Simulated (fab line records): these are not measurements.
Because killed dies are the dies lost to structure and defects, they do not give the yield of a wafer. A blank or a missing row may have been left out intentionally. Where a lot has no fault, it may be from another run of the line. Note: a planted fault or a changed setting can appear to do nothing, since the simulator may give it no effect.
fab line records ; flow nand-harc
record: lots: 6; wafers: 18; last-day: 25
route steps=1159 shown A_SOURCE_PLATE@418 A_ONON_D1@424 END@1159
lots that met no fault: from a run of the same line without faults
start-h: the number of hours between the record's first day and the start of the first shown wafer of the lot ; wait-h: hours from the lot's prior step to this one ; " as in the row above ; L1.1+2: one row covering several wafers at once ; - value missing, or start not given ; * or withheld: withheld ; < > ~ a bound
route shown NAME@n: NAME is a module with steps in the file, n the number in the route of the first one ; usual: mean and standard deviation over wafers with no fault ; same: alike in all rows ; chamber/n: place in a boat ; sites: the reading at each site ; _std_site: the values' standard deviation ; _edge_site: the outer-site mean with the inner-site mean subtracted ; radius-mm: for every site, how far away it sits from the centre of the wafer ; mask NAME#n: copy n ; behind: the last tool/chamber to shape the wafer ; hold: why the lot was held/for how many hours/how that ended ; device: which transistor (n, p or np) failed to switch ; end of line: tests of these same wafers at the route's end ; for a step that has no rows: nothing shown but its recipe ; killed: count of dies lost to structure and defects at first sort (not the wafer's yield) ; map: a wafer's dies, marking killed ones x, the rest . and places with no die _
set.NAME: the run value of the setting; set.NAME@STEP: its run value at that earlier step ; model.NAME: the simulator's own value behind a step, which no gauge read
lots at some steps of the route; a table a step, a row a wafer
services: the hour from which a tool's chamber was out of use, counted from the record's first day as start-h (under 0 if before that day), plus the number of hours and why
== steps ==
step: NHARC_A_SOURCE_PLATE_CVD_03
recipe: target-thk-a: 2000; temp-c: 620; pressure-mtorr: 200; time-s: 4000; material: poly-Si
step: NHARC_A_SOURCE_PLATE_ANNEAL_05
recipe: temp-c: 850; time-s: 1800
step: NHARC_A_SOURCE_PLATE_THK_MEAS_06
recipe: thk-meas-gauge: ellipsometry
usual: thk-nm: 200.5/2.5
lot.wafer;tool;chamber;start-h;wait-h;thk-nm
L418.4;film-metro-02;-;187.43;0.4;203.0
L418.5;film-metro-02;-;187.43;0.4;202.8
L418.6;film-metro-02;-;187.43;0.4;199.8
L421.1;film-metro-02;-;210.63;0.4;200.3
L421.3;film-metro-02;-;210.63;0.4;197.5
L421.6;film-metro-02;-;210.63;0.4;201.1
L429.1;film-metro-01;-;257.35;0.4;202.3
L429.3;film-metro-01;-;257.35;0.4;204.0
L429.5;film-metro-01;-;257.35;0.4;203.8
L430.1;film-metro-02;-;257.35;0.4;198.8
L430.4;film-metro-02;-;257.35;0.4;200.4
L430.5;film-metro-02;-;257.35;0.4;202.4
L434.1;film-metro-02;-;291.94;0.4;203.7
L434.2;film-metro-02;-;291.94;0.4;204.4
L434.6;film-metro-02;-;291.94;0.4;204.3
L435.1;film-metro-01;-;291.95;0.4;200.7
L435.2;film-metro-01;-;291.95;0.4;202.5
L435.5;film-metro-01;-;291.95;0.4;199.0
step: NHARC_A_SOURCE_PLATE_INSPECT_08
usual: raw-defect-count: 58/20
lot.wafer;tool;chamber;start-h;wait-h;raw-defect-count
L418.4;defect-inspect-02;-;187.52;0.0;43
L418.5;defect-inspect-02;-;187.52;0.0;38
L418.6;defect-inspect-02;-;187.52;0.0;47
L421.1;defect-inspect-01;-;210.71;0.0;64
L421.3;defect-inspect-01;-;210.71;0.0;50
L421.6;defect-inspect-01;-;210.71;0.0;44
L430.1;defect-inspect-02;-;257.42;0.0;56
L430.4;defect-inspect-02;-;257.42;0.0;48
L430.5;defect-inspect-02;-;257.42;0.0;50
L429.1;defect-inspect-01;-;257.42;0.0;45
L429.3;defect-inspect-01;-;257.42;0.0;52
L429.5;defect-inspect-01;-;257.42;0.0;60
L434.1;defect-inspect-01;-;292.01;0.0;67
L434.2;defect-inspect-01;-;292.01;0.0;74
L434.6;defect-inspect-01;-;292.01;0.0;47
L435.1;defect-inspect-02;-;292.01;0.0;70
L435.2;defect-inspect-02;-;292.01;0.0;39
L435.5;defect-inspect-02;-;292.01;0.0;94
step: NHARC_A_ONON_D1_DEP_00
recipe: target-thk-a: 10000; n2-flow-sccm: 2750; n2o-flow-sccm: 2000; nh3-flow-sccm: 500; sih4-flow-sccm: 210; temp-c: 400
step: NHARC_A_ONON_D1_THK_MEAS_02
recipe: thk-meas-gauge: ellipsometry
usual: thk-nm: 999/10
lot.wafer;tool;chamber;start-h;wait-h;thk-nm
L418.4;film-metro-01;-;188.09;-;983
L418.5;film-metro-01;-;188.09;-;984
L418.6;film-metro-01;-;188.09;-;982
L421.1;film-metro-01;-;211.28;-;994
L421.3;film-metro-01;-;211.28;-;996
L421.6;film-metro-01;-;211.28;-;995
L429.1;film-metro-02;-;257.99;-;1001
L429.3;film-metro-02;-;257.99;-;1002
L429.5;film-metro-02;-;257.99;-;1001
L430.1;film-metro-01;-;257.99;-;1002
L430.4;film-metro-01;-;257.99;-;999
L430.5;film-metro-01;-;257.99;-;1000
L434.1;film-metro-02;-;292.58;-;1005
L434.2;film-metro-02;-;292.58;-;1006
L434.6;film-metro-02;-;292.58;-;1006
L435.1;film-metro-01;-;292.58;-;1001
L435.2;film-metro-01;-;292.58;-;1004
L435.5;film-metro-01;-;292.58;-;1001
step: NHARC_A_ONON_D1_DEP_03
recipe: target-thk-a: 10000; n2-flow-sccm: 2750; n2o-flow-sccm: 2000; nh3-flow-sccm: 500; sih4-flow-sccm: 210; temp-c: 400
step: NHARC_A_ONON_D1_THK_MEAS_05
recipe: thk-meas-gauge: ellipsometry
usual: thk-nm: 1001/9.4
lot.wafer;tool;chamber;start-h;wait-h;thk-nm
L418.4;film-metro-02;-;188.70;-;996
L418.5;film-metro-02;-;188.70;-;997
L418.6;film-metro-02;-;188.70;-;997
L421.1;film-metro-02;-;211.85;-;993
L421.3;film-metro-02;-;211.85;-;991
L421.6;film-metro-02;-;211.85;-;993
L429.1;film-metro-01;-;258.56;-;1003
L429.3;film-metro-01;-;258.56;-;1003
L429.5;film-metro-01;-;258.56;-;1004
L430.1;film-metro-02;-;258.56;-;994
L430.4;film-metro-02;-;258.56;-;994
L430.5;film-metro-02;-;258.56;-;995
L434.1;film-metro-01;-;293.15;-;1000
L434.2;film-metro-01;-;293.15;-;1000
L434.6;film-metro-01;-;293.15;-;1002
L435.1;film-metro-02;-;293.28;-;986
L435.2;film-metro-02;-;293.28;-;986
L435.5;film-metro-02;-;293.28;-;988
step: NHARC_A_ONON_D1_DEP_06
recipe: target-thk-a: 10000; n2-flow-sccm: 2750; n2o-flow-sccm: 2000; nh3-flow-sccm: 500; sih4-flow-sccm: 210; temp-c: 400
step: NHARC_A_ONON_D1_THK_MEAS_08
recipe: thk-meas-gauge: ellipsometry
usual: thk-nm: 1001/9.2
lot.wafer;tool;chamber;start-h;wait-h;thk-nm
L418.4;film-metro-01;-;189.26;-;1002
L418.5;film-metro-01;-;189.26;-;1003
L418.6;film-metro-01;-;189.26;-;1002
L421.1;film-metro-02;-;212.42;-;1002
L421.3;film-metro-02;-;212.42;-;1003
L421.6;film-metro-02;-;212.42;-;1002
L430.1;film-metro-02;-;259.13;-;988
L430.4;film-metro-02;-;259.13;-;989
L430.5;film-metro-02;-;259.13;-;988
L429.1;film-metro-01;-;259.13;-;1008
L429.3;film-metro-01;-;259.13;-;1008
L429.5;film-metro-01;-;259.13;-;1009
L434.1;film-metro-02;-;293.71;-;999
L434.2;film-metro-02;-;293.71;-;1000
L434.6;film-metro-02;-;293.71;-;999
L435.1;film-metro-01;-;293.84;-;1010
L435.2;film-metro-01;-;293.84;-;1010
L435.5;film-metro-01;-;293.84;-;1010
step: NHARC_A_ONON_D1_DEP_09
recipe: target-thk-a: 10000; n2-flow-sccm: 2750; n2o-flow-sccm: 2000; nh3-flow-sccm: 500; sih4-flow-sccm: 210; temp-c: 400
lot.wafer;tool;chamber;start-h;wait-h
L418.4+5+6;pecvd-onon-02;0;189.50;0.2
L421.1+3+6;pecvd-onon-03;0;212.48;0.1
L430.1+4+5;pecvd-onon-03;0;259.18;0.1
L429.1+3+5;pecvd-onon-02;0;259.18;0.1
L434.1+2+6;pecvd-onon-03;0;293.77;0.1
L435.1+2+5;pecvd-onon-04;0;293.90;0.1
step: NHARC_A_ONON_D1_THK_MEAS_11
recipe: thk-meas-gauge: ellipsometry
usual: thk-nm: 1000/9.6
lot.wafer;tool;chamber;start-h;wait-h;thk-nm
L418.4;film-metro-02;-;189.84;-;981
L418.5;film-metro-02;-;189.84;-;980
L418.6;film-metro-02;-;189.84;-;981
L421.1;film-metro-02;-;212.99;-;1014
L421.3;film-metro-02;-;212.99;-;1014
L421.6;film-metro-02;-;212.99;-;1012
L430.1;film-metro-02;-;259.69;-;996
L430.4;film-metro-02;-;259.69;-;750
L430.5;film-metro-02;-;259.69;-;999
L429.1;film-metro-02;-;259.70;-;998
L429.3;film-metro-02;-;259.70;-;998
L429.5;film-metro-02;-;259.70;-;997
L434.1;film-metro-01;-;294.31;-;1014
L434.2;film-metro-01;-;294.31;-;768
L434.6;film-metro-01;-;294.31;-;1017
L435.1;film-metro-02;-;294.42;-;1005
L435.2;film-metro-02;-;294.42;-;1003
L435.5;film-metro-02;-;294.42;-;1004
step: NHARC_A_ONON_D1_DEP_12
recipe: target-thk-a: 10000; n2-flow-sccm: 2750; n2o-flow-sccm: 2000; nh3-flow-sccm: 500; sih4-flow-sccm: 210; temp-c: 400
step: NHARC_END_SORT_01
recipe: temp-c: 25
usual: killed-at-array: 27/11; killed-at-other: 0.7/0.93; killed-at-periphery: 2.9/1.9; killed-dies: 30/11; killed-open: 3.1/1.7; killed-short: 1.9/1.3
same: gross-dies: 677
lot.wafer;tool;chamber;start-h;wait-h;killed-at-array;killed-at-other;killed-at-periphery;killed-dies;killed-open;killed-short
L421.1;prober-02;0;488.82;2.5;17;2;1;20;2;1
L421.3;prober-02;0;490.43;3.1;23;0;2;25;4;2
L421.6;prober-02;0;492.85;4.0;26;0;2;28;3;2
L430.4;prober-01;0;559.76;3.4;674;0;3;677;2;3
L434.2;prober-02;0;598.82;2.8;673;0;4;677;2;3
killed by level:class
L421.1 A_STAIRCASE:chamber-film-flake=6 A_CONTACT:chamber-film-flake=4 A_CHANNEL_HOLE_D1:chamber-film-flake=2 A_SLIT:chamber-film-flake=2 THIN_TSV:chamber-film-flake=2 P_CONTACT:geometric-particle:open=1 A_CHANNEL_FILL_D1:geometric-particle:short=1 A_SGD_CUT:geometric-particle:open=1
L421.3 A_STAIRCASE:chamber-film-flake=8 A_CHANNEL_HOLE_D1:chamber-film-flake=4 A_SLIT:chamber-film-flake=4 A_ONON_D1:geometric-particle:short=2 A_CONTACT:chamber-film-flake=2 P_GATE:geometric-particle:open=1 A_CHANNEL_FILL_D1:geometric-particle:open=1 A_SGD_CUT:geometric-particle:open=1
L421.6 A_STAIRCASE:chamber-film-flake=7 A_CONTACT:chamber-film-flake=7 A_SLIT:chamber-film-flake=5 A_CHANNEL_HOLE_D1:chamber-film-flake=3 A_CHANNEL_FILL_D1:geometric-particle:open=2 P_M2:geometric-particle:short=1 A_WL_FILL:geometric-particle:short=1 A_CONTACT:geometric-particle:open=1
L430.4 A_ONON_D1:area-dep=654 A_CHANNEL_HOLE_D1:chamber-film-flake=11 A_CONTACT:chamber-film-flake=3 P_M0:chamber-film-flake=2 P_CONTACT:geometric-particle:short=1 A_ONON_D1:geometric-particle:open=1 A_SGD_CUT:geometric-particle:short=1 A_WL_FILL:geometric-particle:short=1
L434.2 A_ONON_D1:area-dep=635 A_SLIT:chamber-film-flake=18 A_CONTACT:chamber-film-flake=8 A_CHANNEL_HOLE_D1:chamber-film-flake=4 A_STAIRCASE:chamber-film-flake=3 P_GATE:chamber-film-flake=2 A_M0:chamber-film-flake=2 P_M0:geometric-particle:open=1
map L430.4 (x killed, . not)
____________x____________
_________xxxxxxx_________
_______xxxxxxxxxxx_______
______xxxxxxxxxxxxx______
_____xxxxxxxxxxxxxxx_____
____xxxxxxxxxxxxxxxxx____
____xxxxxxxxxxxxxxxxx____
___xxxxxxxxxxxxxxxxxxx___
___xxxxxxxxxxxxxxxxxxx___
__xxxxxxxxxxxxxxxxxxxxx__
__xxxxxxxxxxxxxxxxxxxxx__
_xxxxxxxxxxxxxxxxxxxxxxx_
_xxxxxxxxxxxxxxxxxxxxxxx_
_xxxxxxxxxxxxxxxxxxxxxxx_
_xxxxxxxxxxxxxxxxxxxxxxx_
_xxxxxxxxxxxxxxxxxxxxxxx_
xxxxxxxxxxxxxxxxxxxxxxxxx
xxxxxxxxxxxxxxxxxxxxxxxxx
xxxxxxxxxxxxxxxxxxxxxxxxx
xxxxxxxxxxxxxxxxxxxxxxxxx
xxxxxxxxxxxxxxxxxxxxxxxxx
_xxxxxxxxxxxxxxxxxxxxxxx_
_xxxxxxxxxxxxxxxxxxxxxxx_
_xxxxxxxxxxxxxxxxxxxxxxx_
_xxxxxxxxxxxxxxxxxxxxxxx_
_xxxxxxxxxxxxxxxxxxxxxxx_
__xxxxxxxxxxxxxxxxxxxxx__
__xxxxxxxxxxxxxxxxxxxxx__
___xxxxxxxxxxxxxxxxxxx___
___xxxxxxxxxxxxxxxxxxx___
____xxxxxxxxxxxxxxxxx____
____xxxxxxxxxxxxxxxxx____
_____xxxxxxxxxxxxxxx_____
______xxxxxxxxxxxxx______
_______xxxxxxxxxxx_______
_________xxxxxxx_________
____________x____________
map L434.2 (x killed, . not)
____________x____________
_________xxxxxxx_________
_______xxxxxxxxxxx_______
______xxxxxxxxxxxxx______
_____xxxxxxxxxxxxxxx_____
____xxxxxxxxxxxxxxxxx____
____xxxxxxxxxxxxxxxxx____
___xxxxxxxxxxxxxxxxxxx___
___xxxxxxxxxxxxxxxxxxx___
__xxxxxxxxxxxxxxxxxxxxx__
__xxxxxxxxxxxxxxxxxxxxx__
_xxxxxxxxxxxxxxxxxxxxxxx_
_xxxxxxxxxxxxxxxxxxxxxxx_
_xxxxxxxxxxxxxxxxxxxxxxx_
_xxxxxxxxxxxxxxxxxxxxxxx_
_xxxxxxxxxxxxxxxxxxxxxxx_
xxxxxxxxxxxxxxxxxxxxxxxxx
xxxxxxxxxxxxxxxxxxxxxxxxx
xxxxxxxxxxxxxxxxxxxxxxxxx
xxxxxxxxxxxxxxxxxxxxxxxxx
xxxxxxxxxxxxxxxxxxxxxxxxx
_xxxxxxxxxxxxxxxxxxxxxxx_
_xxxxxxxxxxxxxxxxxxxxxxx_
_xxxxxxxxxxxxxxxxxxxxxxx_
_xxxxxxxxxxxxxxxxxxxxxxx_
_xxxxxxxxxxxxxxxxxxxxxxx_
__xxxxxxxxxxxxxxxxxxxxx__
__xxxxxxxxxxxxxxxxxxxxx__
___xxxxxxxxxxxxxxxxxxx___
___xxxxxxxxxxxxxxxxxxx___
____xxxxxxxxxxxxxxxxx____
____xxxxxxxxxxxxxxxxx____
_____xxxxxxxxxxxxxxx_____
______xxxxxxxxxxxxx______
_______xxxxxxxxxxx_______
_________xxxxxxx_________
____________x____________
== services ==
tool;chamber;start-h;hours;kind
pecvd-onon-03;-;223.76;8.2;repair
pecvd-onon-04;-;237.20;13.0;pm
pecvd-onon-02;-;292.00;13.0;pm
== key ==
first-sign: step: NHARC_A_ONON_D1_THK_MEAS_11; reading: thk-nm; direction: down; sigmas: 25; usual: 1000; struck: 759
effect: step: NHARC_END_SORT_01; reading: killed-at-array; direction: up; sigmas: 59; usual: 27; struck: 674
more-kills-born-at: NHARC_A_ONON_D1_DEP_09@pecvd-onon-03: 1289
met-at NHARC_A_ONON_D1_DEP_09
struck-wafers L430.4,L434.2
later-rows-left-out L430.4,L434.2
tester-left-out L430,L434
onset-between 212.48 259.18
fault: kind: process-parameter-drift; tool: pecvd-onon-03; chamber: -; onset-h: 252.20; steps: NHARC_A_ONON_D1_DEP_09; channel: target-thk-a; offset: *; shape: step; end-h: 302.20; scope: struck-wafers-only; acts-in: *; stated: *
tester-left-out: of these lots the tester's yield and bins aren't shown, on N5 and GAA mostly nor the transistor test; their killed dies are dies lost to structure and defects alone, not to doping, threshold or leakage, so they don't give the yield
later-rows-left-out: the simulator's readings of these wafers behind a module that went badly wrong aren't trusted and aren't shown, but for the sort
